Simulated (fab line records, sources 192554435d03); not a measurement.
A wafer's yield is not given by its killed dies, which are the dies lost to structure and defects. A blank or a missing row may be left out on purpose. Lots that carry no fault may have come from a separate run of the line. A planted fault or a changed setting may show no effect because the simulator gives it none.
Which tool was responsible? || flow n5-finfet || 10 lots, 27 wafers sampled, at 5 steps of a route of 1938

WHAT EACH GAUGE READ, for each wafer
N5_MOL_CONTACT_COAG_INSPECT_97: inspects for defects (darkfield). Usual: raw-defect-count at 44, with a standard deviation of 20.
{"lot": "L791", "measured": "day 5 07:17", "on": "defect-inspect-01", "raw-defect-count": "30 36 45", "flag": ""}
{"lot": "L793", "measured": "day 5 19:51", "on": "defect-inspect-01", "raw-defect-count": "78 123 106", "flag": ""}
{"lot": "L795", "measured": "day 6 08:05", "on": "defect-inspect-02", "raw-defect-count": "55 32 38", "flag": ""}
{"lot": "L797", "measured": "day 6 22:26", "on": "defect-inspect-01", "raw-defect-count": "32 48 31", "flag": ""}
{"lot": "L800", "measured": "day 7 11:34", "on": "defect-inspect-01", "raw-defect-count": "35 30 37", "flag": ""}
{"lot": "L801", "measured": "day 8 03:37", "on": "defect-inspect-02", "raw-defect-count": "25 34 34", "flag": ""}
{"lot": "L810", "measured": "day 10 22:48", "on": "defect-inspect-02", "raw-defect-count": "15 27", "flag": ""}
{"lot": "L808", "measured": "day 11 01:53", "on": "defect-inspect-01", "raw-defect-count": "23 34", "flag": ""}
{"lot": "L812", "measured": "day 11 04:53", "on": "defect-inspect-01", "raw-defect-count": "53 38 42", "flag": ""}
{"lot": "L813", "measured": "day 11 07:52", "on": "defect-inspect-02", "raw-defect-count": "60 26", "flag": ""}

N5_BEOL_M4_RC_MEAS_101. Usual: DIBL_N 37.2 mV/V, standard deviation 2.1; DIBL_P 37.3 mV/V, standard deviation 2.3; IOFF_N 0.18 nA/um, standard deviation 0.041; IOFF_P 0.24 nA/um, standard deviation 0.042; ION_N 680 uA/um, standard deviation 13; ION_P 466 uA/um, standard deviation 7.7; SS_N 71.8 mV/dec, standard deviation 0.68; SS_P 73.5 mV/dec, standard deviation 0.66; VT_N 249 mV, standard deviation 3.6; VT_P -248 mV, standard deviation 3.4.
{"lot": "L791", "measured": "day 8 08:06", "on": "prober-02", "DIBL_N (mV/V)": "36.9 36.9 37.2", "DIBL_P (mV/V)": "36.3 36.9 37.8", "IOFF_N (nA/um)": "0.16 0.16 0.18", "IOFF_P (nA/um)": "0.22 0.22 0.23", "ION_N (uA/um)": "673 670 678", "ION_P (uA/um)": "467 467 466", "SS_N (mV/dec)": "71.0 71.6 71.7", "SS_P (mV/dec)": "72.9 73.0 73.3", "VT_N (mV)": "248 247 249", "VT_P (mV)": "-250 -248 -248", "flag": ""}
{"lot": "L793", "measured": "day 8 14:06", "on": "prober-01", "DIBL_N (mV/V)": "38.8 37.1 38.4", "DIBL_P (mV/V)": "39.0 37.3 38.6", "IOFF_N (nA/um)": "0.22 0.19 0.21", "IOFF_P (nA/um)": "0.26 0.22 0.25", "ION_N (uA/um)": "688 686 702", "ION_P (uA/um)": "462 463 467", "SS_N (mV/dec)": "72.4 72.2 72.2", "SS_P (mV/dec)": "73.5 73.2 73.4", "VT_N (mV)": "248 247 245", "VT_P (mV)": "-249 -251 -248", "flag": ""}
{"lot": "L795", "measured": "day 9 10:15", "on": "prober-02", "DIBL_N (mV/V)": "37.4 38.0 35.2", "DIBL_P (mV/V)": "34.9 36.7 31.8", "IOFF_N (nA/um)": "0.14 0.16 0.11", "IOFF_P (nA/um)": "0.19 0.21 0.15", "ION_N (uA/um)": "667 666 652", "ION_P (uA/um)": "458 458 450", "SS_N (mV/dec)": "71.9 71.9 70.9", "SS_P (mV/dec)": "73.1 73.1 71.9", "VT_N (mV)": "251 249 257", "VT_P (mV)": "-251 -251 -256", "flag": ""}
{"lot": "L797", "measured": "day 9 18:03", "on": "prober-02", "DIBL_N (mV/V)": "34.4 35.4 35.9", "DIBL_P (mV/V)": "33.7 35.4 35.8", "IOFF_N (nA/um)": "0.13 0.14 0.15", "IOFF_P (nA/um)": "0.19 0.21 0.22", "ION_N (uA/um)": "676 668 673", "ION_P (uA/um)": "468 460 464", "SS_N (mV/dec)": "71.2 71.7 71.1", "SS_P (mV/dec)": "73.0 72.4 73.9", "VT_N (mV)": "254 252 248", "VT_P (mV)": "-252 -248 -246", "flag": ""}
{"lot": "L800", "measured": "day 10 12:20", "on": "prober-02", "DIBL_N (mV/V)": "35.3 33.3 36.0", "DIBL_P (mV/V)": "36.0 34.3 36.6", "IOFF_N (nA/um)": "0.16 0.13 0.18", "IOFF_P (nA/um)": "0.26 0.22 0.28", "ION_N (uA/um)": "686 670 686", "ION_P (uA/um)": "475 473 477", "SS_N (mV/dec)": "72.0 70.9 71.9", "SS_P (mV/dec)": "73.8 73.4 73.5", "VT_N (mV)": "249 250 249", "VT_P (mV)": "-244 -246 -240", "flag": ""}
{"lot": "L801", "measured": "day 10 16:29", "on": "prober-02", "DIBL_N (mV/V)": "34.7 39.6 35.5", "DIBL_P (mV/V)": "33.7 40.1 35.8", "IOFF_N (nA/um)": "0.13 0.23 0.15", "IOFF_P (nA/um)": "0.19 0.33 0.24", "ION_N (uA/um)": "662 684 671", "ION_P (uA/um)": "458 472 467", "SS_N (mV/dec)": "70.9 72.3 71.3", "SS_P (mV/dec)": "71.9 74.6 73.0", "VT_N (mV)": "251 243 251", "VT_P (mV)": "-248 -243 -245", "flag": ""}
{"lot": "L810", "measured": "day 13 20:22", "on": "prober-01", "DIBL_N (mV/V)": "37.3 39.4", "DIBL_P (mV/V)": "36.5 38.5", "IOFF_N (nA/um)": "0.15 0.18", "IOFF_P (nA/um)": "0.20 0.23", "ION_N (uA/um)": "673 673", "ION_P (uA/um)": "461 456", "SS_N (mV/dec)": "71.4 72.3", "SS_P (mV/dec)": "73.8 74.2", "VT_N (mV)": "254 254", "VT_P (mV)": "-255 -252", "flag": ""}
{"lot": "L808", "measured": "day 13 17:26", "on": "prober-01", "DIBL_N (mV/V)": "39.4 39.5", "DIBL_P (mV/V)": "40.3 40.7", "IOFF_N (nA/um)": "0.22 0.21", "IOFF_P (nA/um)": "0.30 0.31", "ION_N (uA/um)": "684 675", "ION_P (uA/um)": "479 470", "SS_N (mV/dec)": "73.5 72.4", "SS_P (mV/dec)": "74.3 74.2", "VT_N (mV)": "247 250", "VT_P (mV)": "-246 -244", "flag": ""}
{"lot": "L812", "measured": "day 14 21:18", "on": "prober-02", "DIBL_N (mV/V)": "35.5 36.6 38.1", "DIBL_P (mV/V)": "36.1 37.3 39.4", "IOFF_N (nA/um)": "0.15 0.17 0.23", "IOFF_P (nA/um)": "0.19 0.22 0.26", "ION_N (uA/um)": "678 667 704", "ION_P (uA/um)": "459 457 473", "SS_N (mV/dec)": "71.7 71.9 72.0", "SS_P (mV/dec)": "73.9 74.1 74.4", "VT_N (mV)": "251 248 242", "VT_P (mV)": "-252 -249 -248", "flag": ""}
{"lot": "L813", "measured": "day 14 20:22", "on": "prober-01", "DIBL_N (mV/V)": "33.0 34.9", "DIBL_P (mV/V)": "34.6 36.7", "IOFF_N (nA/um)": "0.12 0.14", "IOFF_P (nA/um)": "0.19 0.23", "ION_N (uA/um)": "675 666", "ION_P (uA/um)": "472 466", "SS_N (mV/dec)": "70.5 71.6", "SS_P (mV/dec)": "72.3 72.7", "VT_N (mV)": "250 252", "VT_P (mV)": "-252 -248", "flag": ""}

WHICH TOOL RAN EACH LOT (tool, then ch and the chambers of the sampled wafers, then the start)
{"lot": "L791", "N5_BEOL_M0_SAQP_PECVD_00": "pecvd-04 ch 0,1,2, day 5 07:36", "N5_BEOL_M0_SAQP_COAT_81": "litho-track-03 ch 0, day 5 09:42", "N5_BEOL_M0_SAQP_DESCUM_19": "rie-diel-01 ch 2,3, day 5 10:02"}
{"lot": "L793", "N5_BEOL_M0_SAQP_PECVD_00": "pecvd-04 ch 0,2, day 5 20:10", "N5_BEOL_M0_SAQP_COAT_81": "litho-track-03 ch 0, day 5 22:09", "N5_BEOL_M0_SAQP_DESCUM_19": "rie-diel-03 ch 0,1,2, day 5 22:37"}
{"lot": "L795", "N5_BEOL_M0_SAQP_PECVD_00": "pecvd-01 ch 0,1, day 6 08:25", "N5_BEOL_M0_SAQP_COAT_81": "litho-track-02 ch 0, day 6 09:35", "N5_BEOL_M0_SAQP_DESCUM_19": "rie-diel-01 ch 1,2, day 6 10:18"}
{"lot": "L797", "N5_BEOL_M0_SAQP_PECVD_00": "pecvd-04 ch 1,2, day 6 22:44", "N5_BEOL_M0_SAQP_COAT_81": "litho-track-03 ch 0, day 7 00:15", "N5_BEOL_M0_SAQP_DESCUM_19": "rie-diel-02 ch 1,2,3, day 7 00:42"}
{"lot": "L800", "N5_BEOL_M0_SAQP_PECVD_00": "pecvd-01 ch 0,1, day 7 11:52", "N5_BEOL_M0_SAQP_COAT_81": "litho-track-03 ch 0, day 7 12:52", "N5_BEOL_M0_SAQP_DESCUM_19": "rie-diel-01 ch 0,1, day 7 13:45"}
{"lot": "L801", "N5_BEOL_M0_SAQP_PECVD_00": "pecvd-02 ch 0,1,2, day 8 03:55", "N5_BEOL_M0_SAQP_COAT_81": "litho-track-03 ch 0, day 8 04:43", "N5_BEOL_M0_SAQP_DESCUM_19": "rie-diel-02 ch 0,1,3, day 8 05:03"}
{"lot": "L810", "N5_BEOL_M0_SAQP_PECVD_00": "pecvd-04 ch 0,2, day 10 23:08", "N5_BEOL_M0_SAQP_COAT_81": "litho-track-03 ch 0, day 10 23:59", "N5_BEOL_M0_SAQP_DESCUM_19": "rie-diel-01 ch 0,1, day 11 00:56"}
{"lot": "L808", "N5_BEOL_M0_SAQP_PECVD_00": "pecvd-02 ch 0,2, day 11 02:12", "N5_BEOL_M0_SAQP_COAT_81": "litho-track-03 ch 0, day 11 03:38", "N5_BEOL_M0_SAQP_DESCUM_19": "rie-diel-01 ch 0,2, day 11 04:16"}
{"lot": "L812", "N5_BEOL_M0_SAQP_PECVD_00": "pecvd-02 ch 0,1, day 11 05:12", "N5_BEOL_M0_SAQP_COAT_81": "litho-track-03 ch 0, day 11 07:17", "N5_BEOL_M0_SAQP_DESCUM_19": "rie-diel-01 ch 1,2,3, day 11 07:55"}
{"lot": "L813", "N5_BEOL_M0_SAQP_PECVD_00": "pecvd-02 ch 0,1, day 11 08:12", "N5_BEOL_M0_SAQP_COAT_81": "litho-track-05 ch 0, day 11 08:53", "N5_BEOL_M0_SAQP_DESCUM_19": "rie-diel-02 ch 0,3, day 11 09:33"}
- N5_BEOL_M0_SAQP_PECVD_00: deposits SiCN from 3MS/NH3, target thk 8 nm, time 14 s.
- N5_BEOL_M0_SAQP_COAT_81: time 60 s, resist thk 100 nm.
- N5_BEOL_M0_SAQP_DESCUM_19: chemistry O2, time 7.9 s.

WHAT THE TOOLS THEMSELVES READ (means of the sampled wafers that have a number; where no wafer has one, the mark that the record gives instead)
N5_BEOL_M0_SAQP_PECVD_00. Usual: showerhead-plenum-p-Torr 3.667 Torr, standard deviation 0.015; throttle-valve-pct 9.2 %, standard deviation 0.48.
{"lot": "L791", "tool": "pecvd-04", "showerhead-plenum-p-Torr (Torr)": 3.665, "throttle-valve-pct (%)": 9.4, "flag": ""}
{"lot": "L793", "tool": "pecvd-04", "showerhead-plenum-p-Torr (Torr)": 3.659, "throttle-valve-pct (%)": 9.3, "flag": ""}
{"lot": "L795", "tool": "pecvd-01", "showerhead-plenum-p-Torr (Torr)": 3.664, "throttle-valve-pct (%)": 9.1, "flag": ""}
{"lot": "L797", "tool": "pecvd-04", "showerhead-plenum-p-Torr (Torr)": 3.680, "throttle-valve-pct (%)": 9.3, "flag": ""}
{"lot": "L800", "tool": "pecvd-01", "showerhead-plenum-p-Torr (Torr)": 3.660, "throttle-valve-pct (%)": 9.1, "flag": ""}
{"lot": "L801", "tool": "pecvd-02", "showerhead-plenum-p-Torr (Torr)": 3.671, "throttle-valve-pct (%)": 8.9, "flag": ""}
{"lot": "L810", "tool": "pecvd-04", "showerhead-plenum-p-Torr (Torr)": 3.655, "throttle-valve-pct (%)": 9.4, "flag": ""}
{"lot": "L808", "tool": "pecvd-02", "showerhead-plenum-p-Torr (Torr)": 3.669, "throttle-valve-pct (%)": 9.2, "flag": ""}
{"lot": "L812", "tool": "pecvd-02", "showerhead-plenum-p-Torr (Torr)": 3.680, "throttle-valve-pct (%)": 9.4, "flag": ""}
{"lot": "L813", "tool": "pecvd-02", "showerhead-plenum-p-Torr (Torr)": 3.669, "throttle-valve-pct (%)": 9.4, "flag": ""}

N5_BEOL_M0_SAQP_COAT_81. Usual: spin-speed-rpm at 1499.9 rpm, with a standard deviation of 0.84.
{"lot": "L791", "tool": "litho-track-03", "spin-speed-rpm (rpm)": 1500.8, "flag": ""}
{"lot": "L793", "tool": "litho-track-03", "spin-speed-rpm (rpm)": 1499.6, "flag": ""}
{"lot": "L795", "tool": "litho-track-02", "spin-speed-rpm (rpm)": 1499.6, "flag": ""}
{"lot": "L797", "tool": "litho-track-03", "spin-speed-rpm (rpm)": 1499.5, "flag": ""}
{"lot": "L800", "tool": "litho-track-03", "spin-speed-rpm (rpm)": 1610.0, "flag": "OFF"}
{"lot": "L801", "tool": "litho-track-03", "spin-speed-rpm (rpm)": 1609.9, "flag": "OFF"}
{"lot": "L810", "tool": "litho-track-03", "spin-speed-rpm (rpm)": 1500.1, "flag": ""}
{"lot": "L808", "tool": "litho-track-03", "spin-speed-rpm (rpm)": 1498.5, "flag": ""}
{"lot": "L812", "tool": "litho-track-03", "spin-speed-rpm (rpm)": 1499.2, "flag": ""}
{"lot": "L813", "tool": "litho-track-05", "spin-speed-rpm (rpm)": 1500.7, "flag": ""}

N5_BEOL_M0_SAQP_DESCUM_19. Usual: bias-power-w 20.00 W, standard deviation 0.061; chamber-pressure-mTorr 20.000 mTorr, standard deviation 0.017; drypump-motor-current-A 5.9 A, standard deviation 0.49; oes-product-au 0.81 a.u., standard deviation 0.099; rf-vpp-V 243.0 V, standard deviation 1.5; showerhead-plenum-p-Torr 2.08 Torr, standard deviation 0.073; throttle-valve-pct 20.35 %, standard deviation 0.28.
{"lot": "L791", "tool": "rie-diel-01", "bias-power-w (W)": 20.00, "chamber-pressure-mTorr (mTorr)": 20.013, "drypump-motor-current-A (A)": 5.5, "oes-product-au (a.u.)": 0.76, "rf-vpp-V (V)": 243.9, "showerhead-plenum-p-Torr (Torr)": 2.10, "throttle-valve-pct (%)": 20.39, "flag": ""}
{"lot": "L793", "tool": "rie-diel-03", "bias-power-w (W)": 20.08, "chamber-pressure-mTorr (mTorr)": 20.000, "drypump-motor-current-A (A)": 5.6, "oes-product-au (a.u.)": 0.77, "rf-vpp-V (V)": 243.9, "showerhead-plenum-p-Torr (Torr)": 2.13, "throttle-valve-pct (%)": 20.38, "flag": ""}
{"lot": "L795", "tool": "rie-diel-01", "bias-power-w (W)": 19.98, "chamber-pressure-mTorr (mTorr)": 20.009, "drypump-motor-current-A (A)": 5.7, "oes-product-au (a.u.)": 0.93, "rf-vpp-V (V)": 244.5, "showerhead-plenum-p-Torr (Torr)": 2.20, "throttle-valve-pct (%)": 20.01, "flag": ""}
{"lot": "L797", "tool": "rie-diel-02", "bias-power-w (W)": 19.92, "chamber-pressure-mTorr (mTorr)": 19.986, "drypump-motor-current-A (A)": 6.0, "oes-product-au (a.u.)": 0.69, "rf-vpp-V (V)": 241.1, "showerhead-plenum-p-Torr (Torr)": 2.01, "throttle-valve-pct (%)": 20.66, "flag": ""}
{"lot": "L800", "tool": "rie-diel-01", "bias-power-w (W)": 19.99, "chamber-pressure-mTorr (mTorr)": 20.008, "drypump-motor-current-A (A)": 6.0, "oes-product-au (a.u.)": 0.89, "rf-vpp-V (V)": 245.0, "showerhead-plenum-p-Torr (Torr)": 2.19, "throttle-valve-pct (%)": 19.98, "flag": ""}
{"lot": "L801", "tool": "rie-diel-02", "bias-power-w (W)": 19.97, "chamber-pressure-mTorr (mTorr)": 20.005, "drypump-motor-current-A (A)": 5.7, "oes-product-au (a.u.)": 0.78, "rf-vpp-V (V)": 242.1, "showerhead-plenum-p-Torr (Torr)": 2.01, "throttle-valve-pct (%)": 20.52, "flag": ""}
{"lot": "L810", "tool": "rie-diel-01", "bias-power-w (W)": 20.06, "chamber-pressure-mTorr (mTorr)": 19.990, "drypump-motor-current-A (A)": 6.2, "oes-product-au (a.u.)": 0.83, "rf-vpp-V (V)": 243.2, "showerhead-plenum-p-Torr (Torr)": 2.16, "throttle-valve-pct (%)": 20.04, "flag": ""}
{"lot": "L808", "tool": "rie-diel-01", "bias-power-w (W)": 19.98, "chamber-pressure-mTorr (mTorr)": 20.014, "drypump-motor-current-A (A)": 6.1, "oes-product-au (a.u.)": 0.81, "rf-vpp-V (V)": 243.9, "showerhead-plenum-p-Torr (Torr)": 2.10, "throttle-valve-pct (%)": 20.19, "flag": ""}
{"lot": "L812", "tool": "rie-diel-01", "bias-power-w (W)": 20.01, "chamber-pressure-mTorr (mTorr)": 19.998, "drypump-motor-current-A (A)": 5.6, "oes-product-au (a.u.)": 0.87, "rf-vpp-V (V)": 243.5, "showerhead-plenum-p-Torr (Torr)": 2.13, "throttle-valve-pct (%)": 20.12, "flag": ""}
{"lot": "L813", "tool": "rie-diel-02", "bias-power-w (W)": 19.95, "chamber-pressure-mTorr (mTorr)": 20.008, "drypump-motor-current-A (A)": 5.9, "oes-product-au (a.u.)": 0.79, "rf-vpp-V (V)": 241.7, "showerhead-plenum-p-Torr (Torr)": 2.01, "throttle-valve-pct (%)": 20.41, "flag": ""}

THE ANSWER, worked out from the rows above alone
Rule: take the mean of a lot's wafers that have a number; if it is more than 3 standard deviations from the usual mean, the lot is off. Also off: a lot with no number at a reading for which 4 or more lots have one. All remaining lots with rows at the step are treated as sound. The gauges are gone through in route order, then the tools' own readings, and for those a lot's mean is taken as printed above. The first step at which some lot is off is used, and at that step the reading that is off furthest; a lot without a number counts as furthest.
Off, at N5_BEOL_M0_SAQP_COAT_81 on spin-speed-rpm: L800, L801.
If a tool, at that step or one of the process steps before it, ran each lot that is off and ran no sound lot following the first of them, it fits. None of those tried fits.

WHAT THE SIMULATOR HAD INSERTED
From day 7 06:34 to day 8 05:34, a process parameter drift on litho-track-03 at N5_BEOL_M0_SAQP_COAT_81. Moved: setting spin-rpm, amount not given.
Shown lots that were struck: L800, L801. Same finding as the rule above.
